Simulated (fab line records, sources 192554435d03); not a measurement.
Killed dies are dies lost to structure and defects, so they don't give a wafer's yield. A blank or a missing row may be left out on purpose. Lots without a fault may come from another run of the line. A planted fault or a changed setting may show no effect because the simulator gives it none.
fab line records | flow n5_finfet
record lots=24 wafers=72 last_day=17
route steps=1938 shown HKMG_FIN@389
lots that met no fault: from a run of the same line without faults
start_h: hours from the record's first day to the start of the lot's first wafer shown | wait_h: hours since the lot's step before | " the same as in the row above | L1.1+2: a row that stands for several wafers | - no value, or no start given | * or withheld: withheld | < > ~ a bound
route shown NAME@n: a module of which the file shows steps, and the number in the route of the first | usual: mean/standard deviation of fault-free wafers | same: alike in all rows | chamber/n: place in a boat | sites: the reading at each site | _std_site: their standard deviation | _edge_site: outer sites' mean less inner sites' | radius_mm: how far each site lies from the wafer's centre | mask NAME#n: copy n | behind: the tool/chamber that last shaped the wafer | hold: why the lot was held/for how many hours/how that ended | device: the transistor (n, p or np) that didn't switch | end of line: the same wafers' tests at the end of the route | a step without rows: its recipe alone | killed: dies lost to structure and defects at the first sort, not the wafer's yield | map: a wafer's dies, x killed, . not, _ none there
set.NAME: the setting as run; set.NAME@STEP: as run at that earlier step | model.NAME: the simulator's own value behind a step, which no gauge read
steps of the route over a sample of lots; a table a step, a row a wafer
services: from which hour (start_h, from the record's first day; less than 0 if before it) a tool's chamber was out of use, for how many hours, and why
## steps
# step N5_HKMG_FIN_ALD_75
# recipe material=Al2O3 target_thk_a=10 temp_c=150 ald_precursor_family=TMA ald_co_reactant=H2O pulse_time_s=withheld co_reactant_pulse_time_s=1
# usual heater_power_w=155/17 precursor_pulse_height_rel=0.999/0.019
# columns lot.wafer tool chamber start_h wait_h heater_power_w precursor_pulse_height_rel
L074.2 ald_hk-02 3 74.60 0.0 147 1.018
L074.3 " 2 " " 145 1.001
L074.4 " 0 " " 146 1.010
L075.1 ald_hk-03 2 78.17 0.0 132 0.997
L075.5 " 0 " " 148 0.968
L075.6 " 1 " " 159 1.032
L076.3 ald_hk-01 0 81.56 0.0 185 0.968
L076.4 " 3 " " 135 1.023
L076.6 " 0 " " 182 0.960
L077.3 ald_hk-03 1 90.56 0.0 163 0.996
L077.4 " 3 " " 140 1.004
L077.6 " 2 " " 135 0.977
L078.1 ald_hk-03 0 97.12 0.0 145 0.991
L078.5 " 2 " " 135 0.978
L078.6 " 1 " " 160 1.036
L079.2 ald_hk-03 3 105.55 0.0 141 1.022
L079.4 " 1 " " 162 0.999
L079.6 " 2 " " 135 1.016
L080.4 ald_hk-02 0 113.90 0.0 142 0.999
L080.5 " 0 " " 140 1.008
L080.6 " 3 " " 148 0.995
L081.1 ald_hk-02 2 114.87 0.0 145 0.987
L081.2 " 3 " " 148 1.050
L081.5 " 2 " " 146 0.978
L082.1 ald_hk-01 2 125.51 0.0 186 1.035
L082.3 " 0 " " 179 1.003
L082.5 " 1 " " 151 0.990
L083.1 ald_hk-02 3 126.49 0.1 150 0.983
L083.3 " 1 " " 162 0.986
L083.5 " 1 " " 166 0.995
L084.3 ald_hk-03 3 133.39 0.0 140 1.010
L084.4 " 1 " " 162 0.959
L084.5 " 1 " " 165 1.006
L085.1 ald_hk-01 3 138.43 0.0 140 1.030
L085.4 " 2 " " 188 0.960
L085.5 " 2 " " 189 0.971
L086.2 ald_hk-02 3 143.26 0.1 148 0.992
L086.5 " 0 " " 145 0.984
L086.6 " 3 " " 150 0.999
L087.1 ald_hk-02 2 149.80 0.1 147 1.002
L087.4 " 1 " " 165 0.975
L087.5 " 3 " " 145 0.968
L088.2 ald_hk-03 3 154.19 0.0 142 0.977
L088.4 " 0 " " 147 1.028
L088.6 " 3 " " 141 1.023
L089.2 ald_hk-03 0 159.95 0.0 146 1.013
L089.4 " 2 " " 138 0.999
L089.6 " 1 " " 161 1.010
L090.3 ald_hk-02 1 166.20 0.1 167 0.999
L090.5 " 1 " " 166 1.016
L090.6 " 2 " " 140 0.994
L091.1 ald_hk-01 2 171.63 0.0 190 0.979
L091.2 " 1 " " 155 1.005
L091.6 " 1 " " 150 0.984
L092.3 ald_hk-01 3 178.34 0.0 137 1.004
L092.4 " 1 " " 156 0.980
L092.5 " 3 " " 141 1.030
L093.2 ald_hk-01 3 182.96 0.0 139 1.028
L093.4 " 1 " " 151 0.987
L093.5 " 3 " " 137 0.988
L094.1 ald_hk-01 0 190.10 0.0 178 0.979
L094.2 " 1 " " 149 1.024
L094.4 " 2 " " 185 1.004
L095.1 ald_hk-01 1 196.33 0.0 157 1.006
L095.4 " 2 " " 188 1.013
L095.5 " 1 " " 154 1.017
L096.1 ald_hk-01 3 203.85 0.0 132 1.039
L096.2 " 0 " " 179 1.006
L096.3 " 1 " " 152 1.005
L097.1 ald_hk-01 1 210.40 0.0 152 0.998
L097.2 " 3 " " 137 1.027
L097.6 " 3 " " 138 1.005
# step N5_HKMG_FIN_STRIP_60
# recipe chemistry=N2/H2 power_w=2500 temp_c=300 h2_frac=0.65 time_s=360 pressure_mtorr=withheld n2_flow_sccm=1750 h2_flow_sccm=3250
# usual drypump_motor_current_A=5.7/0.34 heater_power_w=500/56
# columns lot.wafer tool chamber start_h wait_h drypump_motor_current_A heater_power_w rf_hours_counter_h
L074.2 plasma_asher-02 1 75.91 0.0 5.9 466 40
L074.3 " 1 " " 5.9 450 -
L074.4 " 0 " " 5.4 579 -
L075.1 plasma_asher-02 0 79.61 0.0 5.4 573 41
L075.5 " 1 " " 5.9 454 -
L075.6 " 0 " " 5.4 562 -
L076.3 plasma_asher-01 0 83.20 0.1 6.1 451 -
L076.4 " 1 " " 5.2 524 -
L076.6 " 1 " " 5.2 512 -
L077.3 plasma_asher-02 0 92.12 0.1 5.4 594 -
L077.4 " 1 " " 5.9 457 -
L077.6 " 0 " " 5.4 579 -
L078.1 plasma_asher-02 0 98.49 0.0 5.4 580 45
L078.5 " 1 " " 5.8 452 -
L078.6 " 0 " " 5.4 571 -
L079.2 plasma_asher-02 0 106.98 0.0 5.4 582 46
L079.4 " 1 " " 5.9 451 -
L079.6 " 1 " " 5.9 453 -
L080.4 plasma_asher-02 0 115.46 0.1 5.4 560 -
L080.5 " 0 " " 5.4 572 -
L080.6 " 1 " " 5.9 456 -
L081.1 plasma_asher-01 1 116.30 0.0 5.2 523 87
L081.2 " 0 " " 6.1 438 87
L081.5 " 1 " " 5.2 517 -
L082.1 plasma_asher-01 0 126.94 0.0 6.1 433 89
L082.3 " 0 " " 6.1 449 -
L082.5 " 1 " " 5.2 518 -
L083.1 plasma_asher-01 0 127.87 0.0 6.1 440 89
L083.3 " 1 " " 5.2 526 -
L083.5 " 0 " " 6.1 439 -
L084.3 plasma_asher-01 1 134.94 0.1 5.2 516 -
L084.4 " 0 " " 6.1 437 -
L084.5 " 1 " " 5.2 534 -
L085.1 plasma_asher-01 1 139.86 0.0 5.2 520 92
L085.4 " 1 " " 5.2 517 -
L085.5 " 1 " " 5.2 529 -
L086.2 plasma_asher-01 0 144.73 0.0 6.2 441 92
L086.5 " 0 " " 6.2 433 -
L086.6 " 1 " " 5.2 525 -
L087.1 plasma_asher-02 1 151.30 0.0 5.9 453 56
L087.4 " 1 " " 5.8 455 -
L087.5 " 1 " " 5.9 456 -
L088.2 plasma_asher-02 0 155.98 0.2 5.4 558 58
L088.4 " 0 " " 5.5 571 -
L088.6 " 0 " " 5.4 586 -
L089.2 plasma_asher-02 1 161.43 0.0 5.9 455 60
L089.4 " 1 " " 5.9 453 -
L089.6 " 0 " " 5.4 573 -
L090.3 plasma_asher-02 0 167.92 0.1 5.4 574 -
L090.5 " 0 " " 5.4 574 -
L090.6 " 1 " " 5.9 444 -
L091.1 plasma_asher-01 0 173.08 0.0 6.1 440 96
L091.2 " 1 " " 5.2 528 96
L091.6 " 1 " " 5.2 518 -
L092.3 plasma_asher-01 0 179.95 0.1 6.1 430 -
L092.4 " 1 " " 5.2 525 -
L092.5 " 0 " " 6.1 438 -
L093.2 plasma_asher-02 0 184.34 0.0 5.4 574 66
L093.4 " 1 " " 5.9 460 -
L093.5 " 1 " " 5.9 457 -
L094.1 plasma_asher-02 1 191.42 0.0 5.9 440 67
L094.2 " 0 " " 5.4 586 67
L094.4 " 1 " " 5.8 466 -
L095.1 plasma_asher-02 0 197.64 0.0 5.4 568 69
L095.4 " 0 " " 5.4 577 -
L095.5 " 0 " " 5.4 581 -
L096.1 plasma_asher-01 1 205.28 0.0 5.2 520 101
L096.2 " 0 " " 6.1 416 101
L096.3 " 1 " " 5.2 517 -
L097.1 plasma_asher-02 1 211.75 0.0 5.8 460 71
L097.2 " 0 " " 5.4 567 71
L097.6 " 1 " " 5.8 444 -
# step N5_HKMG_FIN_CD_MEAS_12
# recipe target_cd_nm=92.8 landing_energy_ev=500 detector=se_inlens
# usual cd_nm=92.4/0.83
# columns lot.wafer tool chamber start_h wait_h cd_nm
L074.2 cd_sem-03 0 78.26 - 91.7
L074.3 " 0 " " 93.2
L074.4 " 0 " " 92.8
L075.1 cd_sem-02 0 81.89 - 93.6
L075.5 " 0 " " 92.7
L075.6 " 0 " " 92.0
L076.3 cd_sem-03 0 85.70 - 92.4
L076.4 " 0 " " 92.7
L076.6 " 0 " " 93.5
L077.3 cd_sem-01 0 94.36 - 91.3
L077.4 " 0 " " 91.2
L077.6 " 0 " " 91.2
L078.1 cd_sem-03 0 101.07 - 93.0
L078.5 " 0 " " 92.7
L078.6 " 0 " " 92.3
L079.2 cd_sem-01 0 109.43 - 92.3
L079.4 " 0 " " 92.2
L079.6 " 0 " " 93.1
L080.4 cd_sem-02 0 117.72 - 91.9
L080.5 " 0 " " 91.8
L080.6 " 0 " " 91.6
L081.1 cd_sem-02 0 118.76 - 91.8
L081.2 " 0 " " 91.4
L081.5 " 0 " " 91.5
L082.1 cd_sem-01 0 129.38 - 91.9
L082.3 " 0 " " 93.0
L082.5 " 0 " " 92.2
L083.1 cd_sem-01 0 130.19 - 93.2
L083.3 " 0 " " 92.3
L083.5 " 0 " " 91.8
L084.3 cd_sem-02 0 137.23 - 91.5
L084.4 " 0 " " 91.9
L084.5 " 0 " " 92.3
L085.1 cd_sem-03 0 142.20 - 93.9
L085.4 " 0 " " 92.7
L085.5 " 0 " " 92.4
L086.2 cd_sem-03 0 147.00 - 94.5
L086.5 " 0 " " 91.7
L086.6 " 0 " " 92.9
L087.1 cd_sem-01 0 153.71 - 91.7
L087.4 " 0 " " 92.1
L087.5 " 0 " " 90.9
L088.2 cd_sem-01 0 158.39 - 93.5
L088.4 " 0 " " 92.0
L088.6 " 0 " " 92.1
L089.2 cd_sem-01 0 163.71 - 92.1
L089.4 " 0 " " 92.4
L089.6 " 0 " " 93.0
L090.3 cd_sem-01 0 170.09 - 94.2
L090.5 " 0 " " 92.2
L090.6 " 0 " " 92.5
L091.1 cd_sem-01 0 175.49 - 94.7
L091.2 " 0 " " 92.6
L091.6 " 0 " " 94.2
L092.3 cd_sem-03 0 182.21 - 93.7
L092.4 " 0 " " 93.4
L092.5 " 0 " " 92.9
L093.2 cd_sem-03 0 186.82 - 91.6
L093.4 " 0 " " 92.2
L093.5 " 0 " " 92.5
L094.1 cd_sem-01 0 193.77 - 92.8
L094.2 " 0 " " 91.9
L094.4 " 0 " " 91.1
L095.1 cd_sem-03 0 200.06 - 91.9
L095.4 " 0 " " 92.1
L095.5 " 0 " " 92.3
L096.1 cd_sem-03 0 207.69 - 92.3
L096.2 " 0 " " 93.2
L096.3 " 0 " " 92.7
L097.1 cd_sem-03 0 214.18 - 92.3
L097.2 " 0 " " 91.6
L097.6 " 0 " " 93.1
# step N5_HKMG_FIN_STRIP_89
# recipe chemistry=N2/H2 material=SOC time_s=20 power_w=500 temp_c=40 pressure_mtorr=50 rf_frequency_hz=6e+07 bias_power_w=8 h2_frac=0.5 n2_flow_sccm=300 h2_flow_sccm=300
# usual drypump_motor_current_A=5.76/0.29 oes_product_au=0.80/0.074 rf_vpp_V=54.2/0.85 showerhead_plenum_p_Torr=3.38/0.076 throttle_valve_pct=19.0/0.31
# columns lot.wafer tool chamber start_h wait_h drypump_motor_current_A oes_product_au rf_hours_counter_h rf_vpp_V showerhead_plenum_p_Torr throttle_valve_pct
L074.2 rie_diel-06 1 79.74 0.0 5.94 0.70 214 55.0 3.45 18.9
L074.3 " 2 " " 5.70 0.89 47 53.3 3.39 19.0
L074.4 " 0 " " 5.56 0.86 - 53.5 3.33 19.3
L075.1 rie_diel-04 1 83.54 0.0 5.43 0.72 180 51.7 3.33 18.5
L075.5 " 0 " " 6.22 0.93 - 54.3 3.45 19.1
L075.6 " 1 " " 5.42 0.72 - 54.1 3.33 18.4
L076.3 rie_diel-06 2 87.18 0.0 5.66 0.89 50 51.9 3.39 19.0
L076.4 " 0 " " 5.55 0.86 20 55.3 3.33 19.3
L076.6 " 2 " " 5.68 0.89 - 54.6 3.39 19.0
L077.3 rie_diel-06 3 95.89 0.0 6.05 0.87 68 53.1 3.40 18.6
L077.4 " 2 " " 5.65 0.88 54 53.8 3.39 19.0
L077.6 " 0 " " 5.60 0.84 - 54.4 3.33 19.3
L078.1 rie_diel-01 1 102.62 0.0 5.57 0.73 170 55.1 3.50 19.6
L078.5 " 3 " " 5.51 0.88 - 53.9 3.42 19.1
L078.6 " 2 " " 5.87 0.68 - 53.1 3.20 19.3
L079.2 rie_diel-06 2 110.90 0.0 5.68 0.87 59 55.4 3.38 19.0
L079.4 " 3 " " 6.05 0.86 74 56.4 3.39 18.5
L079.6 " 2 " " 5.66 0.88 - 54.1 3.38 19.0
L080.4 rie_diel-04 3 119.66 0.0 6.18 0.81 60 53.6 3.25 18.7
L080.5 " 3 " " 6.11 0.80 - 52.7 3.25 18.7
L080.6 " 0 " " 6.26 0.91 - 54.8 3.44 19.1
L081.1 rie_diel-04 1 120.28 0.0 5.43 0.70 193 54.0 3.32 18.5
L081.2 " 0 " " 6.25 0.90 23 54.0 3.44 19.1
L081.5 " 2 " " 5.48 0.75 - 53.8 3.49 18.7
L082.1 rie_diel-04 2 130.87 0.0 5.47 0.75 178 54.8 3.49 18.8
L082.3 " 0 " " 6.21 0.89 26 52.9 3.44 19.1
L082.5 " 1 " " 5.41 0.69 - 53.9 3.32 18.5
L083.1 rie_diel-06 2 131.80 0.0 5.69 0.87 67 54.0 3.38 19.0
L083.3 " 3 " " 6.07 0.85 81 54.1 3.39 18.6
L083.5 " 2 " " 5.68 0.87 - 54.9 3.38 19.0
L084.3 rie_diel-06 1 138.70 0.0 5.93 0.69 235 53.5 3.44 19.0
L084.4 " 3 " " 6.07 0.84 85 54.7 3.39 18.6
L084.5 " 2 " " 5.65 0.87 - 53.9 3.38 19.0
L085.1 rie_diel-04 1 144.16 0.0 5.42 0.69 203 54.1 3.32 18.5
L085.4 " 0 " " 6.25 0.89 31 54.4 3.44 19.1
L085.5 " 2 " " 5.49 0.75 - 55.4 3.49 18.8
L086.2 rie_diel-04 3 148.50 0.0 6.17 0.80 69 53.3 3.24 18.7
L086.5 " 3 " " 6.16 0.81 - 54.8 3.24 18.7
L086.6 " 2 " " 5.49 0.75 - 55.2 3.49 18.8
L087.1 rie_diel-01 3 155.43 0.0 5.56 0.84 55 55.5 3.41 19.1
L087.4 " 0 " " 5.14 0.91 27 53.9 3.47 19.2
L087.5 " 0 " " 5.14 0.92 - 55.4 3.47 19.2
L088.2 rie_diel-06 1 160.13 0.0 5.96 0.70 245 54.7 3.43 19.0
L088.4 " 1 " " 5.93 0.70 - 54.7 3.43 19.0
L088.6 " 2 " " 5.65 0.86 - 53.4 3.37 19.0
L089.2 rie_diel-06 3 165.17 0.0 6.06 0.83 94 54.6 3.38 18.6
L089.4 " 2 " " 5.68 0.85 - 53.7 3.37 19.0
L089.6 " 3 " " 6.08 0.83 - 54.4 3.38 18.6
L090.3 rie_diel-01 2 171.56 0.0 5.87 0.67 240 54.5 3.19 19.4
L090.5 " 2 " " 5.87 0.67 - 52.3 3.19 19.4
L090.6 " 1 " " 5.56 0.73 - 55.3 3.49 19.7
L091.1 rie_diel-06 3 176.99 0.0 6.06 0.83 98 52.4 3.38 18.6
L091.2 " 2 " " 5.67 0.85 84 53.2 3.37 19.0
L091.6 " 2 " " 5.68 0.85 - 54.5 3.37 19.0
L092.3 rie_diel-06 0 183.89 0.0 5.54 0.81 50 53.2 3.31 19.4
L092.4 " 2 " " 5.65 0.85 86 54.4 3.37 19.0
L092.5 " 0 " " 5.58 0.80 - 54.1 3.31 19.4
L093.2 rie_diel-06 0 188.85 0.0 5.62 0.80 52 53.9 3.31 19.4
L093.4 " 3 " " 6.04 0.83 - 52.5 3.38 18.6
L093.5 " 2 " " 5.68 0.85 - 54.9 3.37 19.0
L094.1 rie_diel-06 2 195.36 0.0 5.67 0.84 92 54.4 3.37 19.1
L094.2 " 0 " " 5.55 0.81 56 53.4 3.31 19.4
L094.4 " 2 " " 5.66 0.84 - 55.5 3.37 19.1
L095.1 rie_diel-01 0 201.53 0.0 5.15 0.89 40 54.5 3.47 19.2
L095.4 " 3 " " 5.49 0.82 - 55.7 3.40 19.1
L095.5 " 0 " " 5.13 0.90 - 54.7 3.47 19.2
L096.1 rie_diel-04 0 209.16 0.0 6.24 0.86 54 54.6 3.42 19.2
L096.2 " 2 " " 5.48 0.73 205 54.8 3.47 18.8
L096.3 " 3 " " 6.19 0.78 89 55.4 3.23 18.8
L097.1 rie_diel-06 0 215.81 0.0 5.55 0.78 65 54.9 3.31 19.4
L097.2 " 3 " " 6.07 0.82 116 54.3 3.37 18.6
L097.6 " 2 " " 5.67 0.83 - 54.0 3.36 19.1
# step N5_HKMG_FIN_STRIP_88
# recipe chemistry=N2/H2 power_w=2500 temp_c=300 h2_frac=0.65 time_s=360 pressure_mtorr=withheld n2_flow_sccm=1750 h2_flow_sccm=3250
# usual drypump_motor_current_A=5.7/0.36 heater_power_w=498/55
# columns lot.wafer tool chamber start_h wait_h drypump_motor_current_A heater_power_w rf_hours_counter_h
L074.2 plasma_asher-01 0 79.93 0.0 6.1 430 80
L074.3 " 1 " " 5.2 512 -
L074.4 " 0 " " 6.1 436 -
L075.1 plasma_asher-01 1 83.73 0.0 5.2 526 81
L075.5 " 0 " " 6.1 444 -
L075.6 " 1 " " 5.2 514 -
L076.3 plasma_asher-01 0 87.49 0.1 6.1 430 -
L076.4 " 1 " " 5.2 519 -
L076.6 " 1 " " 5.2 520 -
L077.3 plasma_asher-01 1 96.20 0.1 5.2 517 -
L077.4 " 0 " " 6.1 439 -
L077.6 " 1 " " 5.2 524 -
L078.1 plasma_asher-02 0 102.82 0.0 5.5 562 45
L078.5 " 0 " " 5.4 561 -
L078.6 " 1 " " 5.9 454 -
L079.2 plasma_asher-01 1 111.09 0.0 5.2 536 86
L079.4 " 0 " " 6.1 439 -
L079.6 " 1 " " 5.2 529 -
L080.4 plasma_asher-01 0 119.97 0.1 6.1 439 -
L080.5 " 0 " " 6.1 451 -
L080.6 " 1 " " 5.2 522 -
L081.1 plasma_asher-02 0 120.48 0.0 5.4 577 49
L081.2 " 1 " " 5.9 468 49
L081.5 " 1 " " 5.9 456 -
L082.1 plasma_asher-01 1 131.06 0.0 5.2 514 90
L082.3 " 1 " " 5.2 518 -
L082.5 " 0 " " 6.1 444 -
L083.1 plasma_asher-02 1 131.99 0.0 5.8 453 51
L083.3 " 0 " " 5.4 573 -
L083.5 " 0 " " 5.4 581 -
L084.3 plasma_asher-02 0 139.01 0.1 5.4 577 -
L084.4 " 1 " " 5.9 460 -
L084.5 " 1 " " 5.9 469 -
L085.1 plasma_asher-02 1 144.35 0.0 5.9 462 54
L085.4 " 0 " " 5.4 597 -
L085.5 " 1 " " 5.8 449 -
L086.2 plasma_asher-01 0 148.69 0.0 6.1 444 93
L086.5 " 1 " " 5.2 522 -
L086.6 " 0 " " 6.1 442 -
L087.1 plasma_asher-02 1 155.62 0.0 5.9 461 58
L087.4 " 1 " " 5.9 455 -
L087.5 " 1 " " 5.9 462 -
L088.2 plasma_asher-02 0 160.32 0.0 5.5 573 60
L088.4 " 0 " " 5.4 580 -
L088.6 " 0 " " 5.4 578 -
L089.2 plasma_asher-02 1 165.36 0.0 5.8 454 61
L089.4 " 0 " " 5.5 578 -
L089.6 " 1 " " 5.8 453 -
L090.3 plasma_asher-02 1 171.86 0.1 5.9 455 -
L090.5 " 1 " " 5.8 457 -
L090.6 " 0 " " 5.4 580 -
L091.1 plasma_asher-02 1 177.24 0.0 5.9 452 64
L091.2 " 0 " " 5.4 560 64
L091.6 " 1 " " 5.9 467 -
L092.3 plasma_asher-01 1 184.21 0.1 5.2 522 -
L092.4 " 0 " " 6.1 444 -
L092.5 " 0 " " 6.1 437 -
L093.2 plasma_asher-01 0 189.04 0.0 6.1 439 99
L093.4 " 1 " " 5.2 526 -
L093.5 " 1 " " 5.2 537 -
L094.1 plasma_asher-02 1 195.55 0.0 5.9 454 68
L094.2 " 0 " " 5.4 561 68
L094.4 " 0 " " 5.4 581 -
L095.1 plasma_asher-01 0 201.72 0.0 6.1 444 101
L095.4 " 1 " " 5.2 518 -
L095.5 " 1 " " 5.2 530 -
L096.1 plasma_asher-02 0 209.35 0.0 5.4 561 70
L096.2 " 1 " " 5.9 452 70
L096.3 " 1 " " 5.9 455 -
L097.1 plasma_asher-01 0 216.06 0.0 6.1 450 103
L097.2 " 1 " " 5.2 510 103
L097.6 " 0 " " 6.1 444 -
# step N5_HKMG_FIN_STRIP_90
# recipe chemistry=N2/H2 material=SOC time_s=20 power_w=500 temp_c=40 pressure_mtorr=50 rf_frequency_hz=6e+07 bias_power_w=8 h2_frac=0.5 n2_flow_sccm=300 h2_flow_sccm=300
# usual drypump_motor_current_A=5.7/0.33 oes_product_au=0.81/0.08 rf_vpp_V=54.3/0.89 showerhead_plenum_p_Torr=3.39/0.09 throttle_valve_pct=19.0/0.32
# columns lot.wafer tool chamber start_h wait_h drypump_motor_current_A oes_product_au rf_hours_counter_h rf_vpp_V showerhead_plenum_p_Torr throttle_valve_pct
L074.2 rie_diel-06 0 81.07 0.0 5.6 0.86 18 54.2 3.33 19.3
L074.3 " 3 " " 6.1 0.88 64 54.3 3.40 18.5
L074.4 " 2 " " 5.7 0.88 48 54.1 3.39 19.0
L075.1 rie_diel-01 2 84.62 0.0 5.9 0.70 211 53.8 3.20 19.3
L075.5 " 0 " " 5.1 0.98 - 53.4 3.49 19.2
L075.6 " 3 " " 5.6 0.88 - 54.3 3.42 19.1
L076.3 rie_diel-06 1 88.25 0.0 6.0 0.70 218 55.1 3.45 18.9
L076.4 " 0 " " 5.5 0.85 20 54.2 3.33 19.3
L076.6 " 1 " " 5.9 0.70 - 54.5 3.45 19.0
L077.3 rie_diel-04 1 96.96 0.0 5.4 0.72 185 54.4 3.33 18.4
L077.4 " 2 " " 5.5 0.75 168 54.5 3.50 18.7
L077.6 " 2 " " 5.5 0.76 - 53.6 3.49 18.7
L078.1 rie_diel-06 3 103.70 0.0 6.0 0.87 71 53.0 3.40 18.5
L078.5 " 3 " " 6.1 0.86 - 53.3 3.40 18.6
L078.6 " 0 " " 5.6 0.84 - 55.7 3.33 19.3
L079.2 rie_diel-06 2 112.12 0.0 5.7 0.87 60 54.4 3.38 19.0
L079.4 " 1 " " 5.9 0.70 227 54.4 3.44 18.9
L079.6 " 1 " " 5.9 0.70 - 54.9 3.44 18.9
L080.4 rie_diel-01 0 120.74 0.0 5.1 0.94 15 55.5 3.48 19.2
L080.5 " 0 " " 5.1 0.94 - 53.1 3.48 19.2
L080.6 " 3 " " 5.5 0.86 - 56.1 3.41 19.1
L081.1 rie_diel-06 1 121.36 0.0 5.9 0.70 230 54.1 3.44 19.0
L081.2 " 0 " " 5.5 0.83 32 55.7 3.32 19.4
L081.5 " 3 " " 6.1 0.86 - 53.9 3.39 18.6
L082.1 rie_diel-04 2 131.97 0.0 5.5 0.75 179 52.9 3.49 18.8
L082.3 " 0 " " 6.3 0.90 27 54.3 3.44 19.1
L082.5 " 2 " " 5.5 0.76 - 54.9 3.49 18.7
L083.1 rie_diel-01 2 132.96 0.0 5.8 0.68 226 53.5 3.19 19.4
L083.3 " 0 " " 5.1 0.93 19 55.3 3.48 19.2
L083.5 " 0 " " 5.1 0.93 - 55.0 3.48 19.2
L084.3 rie_diel-04 2 139.85 0.0 5.5 0.75 182 54.8 3.49 18.8
L084.4 " 1 " " 5.4 0.69 201 55.2 3.32 18.5
L084.5 " 2 " " 5.5 0.75 - 55.8 3.49 18.8
L085.1 rie_diel-06 0 145.24 0.0 5.5 0.82 40 54.1 3.32 19.4
L085.4 " 2 " " 5.7 0.87 72 55.2 3.38 19.0
L085.5 " 0 " " 5.6 0.82 - 53.8 3.32 19.4
L086.2 rie_diel-04 1 149.57 0.0 5.4 0.69 204 54.5 3.32 18.5
L086.5 " 3 " " 6.2 0.80 - 54.0 3.24 18.7
L086.6 " 2 " " 5.5 0.74 - 54.7 3.48 18.8
L087.1 rie_diel-04 2 156.50 0.0 5.5 0.74 188 54.7 3.48 18.8
L087.4 " 0 " " 6.2 0.88 35 54.0 3.44 19.1
L087.5 " 0 " " 6.2 0.88 - 53.7 3.43 19.1
L088.2 rie_diel-04 3 161.32 0.0 6.2 0.80 75 54.7 3.24 18.7
L088.4 " 2 " " 5.5 0.74 190 54.6 3.48 18.8
L088.6 " 1 " " 5.4 0.68 - 54.6 3.31 18.5
L089.2 rie_diel-01 3 166.24 0.0 5.5 0.83 59 54.4 3.40 19.1
L089.4 " 0 " " 5.2 0.91 30 54.3 3.47 19.2
L089.6 " 2 " " 5.9 0.67 - 54.7 3.19 19.4
L090.3 rie_diel-04 0 172.63 0.0 6.2 0.88 41 53.9 3.43 19.1
L090.5 " 0 " " 6.2 0.87 - 53.8 3.43 19.1
L090.6 " 1 " " 5.4 0.69 - 54.4 3.31 18.5
L091.1 rie_diel-01 3 178.12 0.0 5.5 0.83 64 54.3 3.40 19.1
L091.2 " 0 " " 5.1 0.90 34 55.7 3.47 19.2
L091.6 " 3 " " 5.5 0.82 - 54.4 3.40 19.1
L092.3 rie_diel-04 2 185.00 0.0 5.5 0.73 197 54.3 3.48 18.8
L092.4 " 3 " " 6.2 0.78 81 54.0 3.24 18.8
L092.5 " 3 " " 6.2 0.79 - 53.7 3.24 18.8
L093.2 rie_diel-04 1 189.98 0.0 5.4 0.68 219 55.5 3.31 18.5
L093.4 " 2 " " 5.5 0.73 199 54.3 3.48 18.8
L093.5 " 0 " " 6.2 0.86 - 54.4 3.43 19.1
L094.1 rie_diel-06 3 196.43 0.0 6.1 0.83 107 55.0 3.38 18.6
L094.2 " 2 " " 5.7 0.84 93 53.5 3.36 19.1
L094.4 " 3 " " 6.1 0.83 - 53.6 3.38 18.6
L095.1 rie_diel-01 0 202.60 0.0 5.2 0.89 41 54.8 3.47 19.2
L095.4 " 0 " " 5.2 0.89 - 53.5 3.47 19.2
L095.5 " 1 " " 5.6 0.72 - 54.5 3.48 19.7
L096.1 rie_diel-06 0 210.23 0.0 5.6 0.79 62 53.6 3.31 19.4
L096.2 " 2 " " 5.7 0.84 98 55.3 3.36 19.1
L096.3 " 3 " " 6.0 0.82 113 54.5 3.37 18.6
L097.1 rie_diel-01 3 216.95 0.0 5.5 0.80 80 54.8 3.39 19.2
L097.2 " 0 " " 5.1 0.89 47 54.9 3.46 19.2
L097.6 " 1 " " 5.6 0.72 - 54.4 3.48 19.7
## services
# columns tool chamber start_h hours kind
ald_hk-01 - 52.73 0.6 repair
rie_diel-01 0 59.73 - clean
rie_diel-01 0 59.73 - consumable_replace:focus_ring
rie_diel-01 0 59.73 18.3 scheduled_down
rie_diel-01 0 59.73 18.3 vent_cycle
rie_diel-01 3 64.59 9.1 repair
ald_hk-03 - 65.97 2.2 repair
rie_diel-06 3 73.33 7.0 repair
rie_diel-04 0 102.22 2.3 repair
ald_hk-01 - 105.29 14.6 pm
ald_hk-03 - 111.05 8.7 pm
plasma_asher-01 - 149.50 9.1 repair
rie_diel-06 0 155.65 13.1 repair
ald_hk-02 - 160.80 0.7 repair
rie_diel-01 1 173.91 5.0 repair
rie_diel-06 1 187.11 16.2 repair
rie_diel-01 2 201.16 - clean
rie_diel-01 2 201.16 - consumable_replace:focus_ring
rie_diel-01 2 201.16 - consumable_replace:showerhead
rie_diel-01 2 201.16 13.0 scheduled_down
rie_diel-01 2 201.16 13.0 vent_cycle
ald_hk-03 - 201.60 1.5 repair
rie_diel-04 1 204.77 9.1 repair
## key
fault none
